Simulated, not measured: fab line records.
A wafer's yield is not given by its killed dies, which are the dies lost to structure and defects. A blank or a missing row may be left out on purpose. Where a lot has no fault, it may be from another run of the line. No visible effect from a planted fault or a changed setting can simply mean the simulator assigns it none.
Chamber matching || flow n5_finfet || N5_BEOL_M3_ETCH_77 on rie_diel-03: 4 sister chambers
The step etches underlayer in N2/H2, target depth 6.5 nm, time 5.2 s. 24 wafers are shown with their chamber, then 12 later ones without.

## WAFERS, EACH WITH ITS CHAMBER
{"wafer": "L074.4", "chamber": 2, "drypump_motor_current_A (A)": 6.2, "showerhead_plenum_p_Torr (Torr)": 2.44, "throttle_valve_pct (%)": 17.50}
{"wafer": "L074.5", "chamber": 3, "drypump_motor_current_A (A)": 5.1, "showerhead_plenum_p_Torr (Torr)": 2.68, "throttle_valve_pct (%)": 17.83}
{"wafer": "L074.6", "chamber": 2, "drypump_motor_current_A (A)": 6.1, "showerhead_plenum_p_Torr (Torr)": 2.44, "throttle_valve_pct (%)": 17.50}
{"wafer": "L083.1", "chamber": 2, "drypump_motor_current_A (A)": 6.2, "showerhead_plenum_p_Torr (Torr)": 2.43, "throttle_valve_pct (%)": 17.53}
{"wafer": "L083.5", "chamber": 1, "drypump_motor_current_A (A)": 5.4, "showerhead_plenum_p_Torr (Torr)": 2.46, "throttle_valve_pct (%)": 17.43}
{"wafer": "L083.6", "chamber": 0, "drypump_motor_current_A (A)": 5.5, "showerhead_plenum_p_Torr (Torr)": 2.54, "throttle_valve_pct (%)": 17.72}
{"wafer": "L085.1", "chamber": 2, "drypump_motor_current_A (A)": 6.1, "showerhead_plenum_p_Torr (Torr)": 2.43, "throttle_valve_pct (%)": 17.56}
{"wafer": "L085.2", "chamber": 3, "drypump_motor_current_A (A)": 5.1, "showerhead_plenum_p_Torr (Torr)": 2.67, "throttle_valve_pct (%)": 17.88}
{"wafer": "L085.3", "chamber": 1, "drypump_motor_current_A (A)": 5.4, "showerhead_plenum_p_Torr (Torr)": 2.46, "throttle_valve_pct (%)": 17.44}
{"wafer": "L085.4", "chamber": 0, "drypump_motor_current_A (A)": 5.4, "showerhead_plenum_p_Torr (Torr)": 2.54, "throttle_valve_pct (%)": 17.72}
{"wafer": "L085.5", "chamber": 0, "drypump_motor_current_A (A)": 5.5, "showerhead_plenum_p_Torr (Torr)": 2.54, "throttle_valve_pct (%)": 17.74}
{"wafer": "L085.6", "chamber": 3, "drypump_motor_current_A (A)": 5.1, "showerhead_plenum_p_Torr (Torr)": 2.67, "throttle_valve_pct (%)": 17.87}
{"wafer": "L089.1", "chamber": 0, "drypump_motor_current_A (A)": 5.5, "showerhead_plenum_p_Torr (Torr)": 2.53, "throttle_valve_pct (%)": 17.75}
{"wafer": "L089.3", "chamber": 1, "drypump_motor_current_A (A)": 5.4, "showerhead_plenum_p_Torr (Torr)": 2.46, "throttle_valve_pct (%)": 17.43}
{"wafer": "L089.4", "chamber": 2, "drypump_motor_current_A (A)": 6.1, "showerhead_plenum_p_Torr (Torr)": 2.43, "throttle_valve_pct (%)": 17.54}
{"wafer": "L090.2", "chamber": 2, "drypump_motor_current_A (A)": 6.1, "showerhead_plenum_p_Torr (Torr)": 2.43, "throttle_valve_pct (%)": 17.55}
{"wafer": "L090.3", "chamber": 0, "drypump_motor_current_A (A)": 5.5, "showerhead_plenum_p_Torr (Torr)": 2.53, "throttle_valve_pct (%)": 17.76}
{"wafer": "L090.4", "chamber": 3, "drypump_motor_current_A (A)": 5.1, "showerhead_plenum_p_Torr (Torr)": 2.67, "throttle_valve_pct (%)": 17.88}
{"wafer": "L092.1", "chamber": 3, "drypump_motor_current_A (A)": 5.1, "showerhead_plenum_p_Torr (Torr)": 2.66, "throttle_valve_pct (%)": 17.89}
{"wafer": "L092.2", "chamber": 1, "drypump_motor_current_A (A)": 5.4, "showerhead_plenum_p_Torr (Torr)": 2.45, "throttle_valve_pct (%)": 17.43}
{"wafer": "L092.3", "chamber": 0, "drypump_motor_current_A (A)": 5.5, "showerhead_plenum_p_Torr (Torr)": 2.53, "throttle_valve_pct (%)": 17.77}
{"wafer": "L092.4", "chamber": 2, "drypump_motor_current_A (A)": 6.1, "showerhead_plenum_p_Torr (Torr)": 2.42, "throttle_valve_pct (%)": 17.57}
{"wafer": "L092.5", "chamber": 1, "drypump_motor_current_A (A)": 5.4, "showerhead_plenum_p_Torr (Torr)": 2.45, "throttle_valve_pct (%)": 17.46}
{"wafer": "L092.6", "chamber": 2, "drypump_motor_current_A (A)": 6.1, "showerhead_plenum_p_Torr (Torr)": 2.43, "throttle_valve_pct (%)": 17.56}

SIGNATURES (averages over the wafers above)
{"reading": "drypump_motor_current_A", "chamber 0": 5.483, "chamber 1": 5.400, "chamber 2": 6.125, "chamber 3": 5.100, "scatter within a chamber": 0.0342}
{"reading": "showerhead_plenum_p_Torr", "chamber 0": 2.5350, "chamber 1": 2.4560, "chamber 2": 2.4312, "chamber 3": 2.6700, "scatter within a chamber": 0.00615}
{"reading": "throttle_valve_pct", "chamber 0": 17.7433, "chamber 1": 17.4380, "chamber 2": 17.5388, "chamber 3": 17.8700, "scatter within a chamber": 0.0225}
Rule: for a wafer and a chamber, the distance is found by dividing, reading by reading, the gap between the wafer's reading and the chamber's mean by the reading's scatter, squaring, summing and taking the root. If the next closest chamber is less than 2 further off than the closest, the wafer can't be placed; otherwise it belongs to the closest. The scatter: take each reading less its chamber's mean, square it, sum over the shown wafers, divide by the number of wafers less the number of chambers, and take the root.

## WAFERS WHOSE CHAMBER IS MISSING
{"wafer": "L094.1", "drypump_motor_current_A (A)": 5.4, "showerhead_plenum_p_Torr (Torr)": 2.45, "throttle_valve_pct (%)": 17.46}
{"wafer": "L094.5", "drypump_motor_current_A (A)": 5.1, "showerhead_plenum_p_Torr (Torr)": 2.66, "throttle_valve_pct (%)": 17.89}
{"wafer": "L094.6", "drypump_motor_current_A (A)": 5.5, "showerhead_plenum_p_Torr (Torr)": 2.53, "throttle_valve_pct (%)": 17.74}
{"wafer": "L097.1", "drypump_motor_current_A (A)": 5.4, "showerhead_plenum_p_Torr (Torr)": 2.45, "throttle_valve_pct (%)": 17.46}
{"wafer": "L097.2", "drypump_motor_current_A (A)": 6.1, "showerhead_plenum_p_Torr (Torr)": 2.42, "throttle_valve_pct (%)": 17.57}
{"wafer": "L097.3", "drypump_motor_current_A (A)": 5.1, "showerhead_plenum_p_Torr (Torr)": 2.66, "throttle_valve_pct (%)": 17.88}
{"wafer": "L096.1", "drypump_motor_current_A (A)": 5.4, "showerhead_plenum_p_Torr (Torr)": 2.53, "throttle_valve_pct (%)": 17.80}
{"wafer": "L096.2", "drypump_motor_current_A (A)": 5.1, "showerhead_plenum_p_Torr (Torr)": 2.66, "throttle_valve_pct (%)": 17.88}
{"wafer": "L096.3", "drypump_motor_current_A (A)": 6.1, "showerhead_plenum_p_Torr (Torr)": 2.42, "throttle_valve_pct (%)": 17.57}
{"wafer": "L096.4", "drypump_motor_current_A (A)": 5.4, "showerhead_plenum_p_Torr (Torr)": 2.45, "throttle_valve_pct (%)": 17.44}
{"wafer": "L096.5", "drypump_motor_current_A (A)": 6.2, "showerhead_plenum_p_Torr (Torr)": 2.42, "throttle_valve_pct (%)": 17.59}
{"wafer": "L096.6", "drypump_motor_current_A (A)": 5.1, "showerhead_plenum_p_Torr (Torr)": 2.66, "throttle_valve_pct (%)": 17.91}

## THE CHAMBER EACH PASSED THROUGH
{"wafer": "L094.1", "from the rows above": 1, "in truth": 1}
{"wafer": "L094.5", "from the rows above": 3, "in truth": 3}
{"wafer": "L094.6", "from the rows above": 0, "in truth": 0}
{"wafer": "L097.1", "from the rows above": 1, "in truth": 1}
{"wafer": "L097.2", "from the rows above": 2, "in truth": 2}
{"wafer": "L097.3", "from the rows above": 3, "in truth": 3}
{"wafer": "L096.1", "from the rows above": 0, "in truth": 0}
{"wafer": "L096.2", "from the rows above": 3, "in truth": 3}
{"wafer": "L096.3", "from the rows above": 2, "in truth": 2}
{"wafer": "L096.4", "from the rows above": 1, "in truth": 1}
{"wafer": "L096.5", "from the rows above": 2, "in truth": 2}
{"wafer": "L096.6", "from the rows above": 3, "in truth": 3}
12 of 12 placed correctly. Number that these rows cannot place: 0. Wrongly placed: 0.
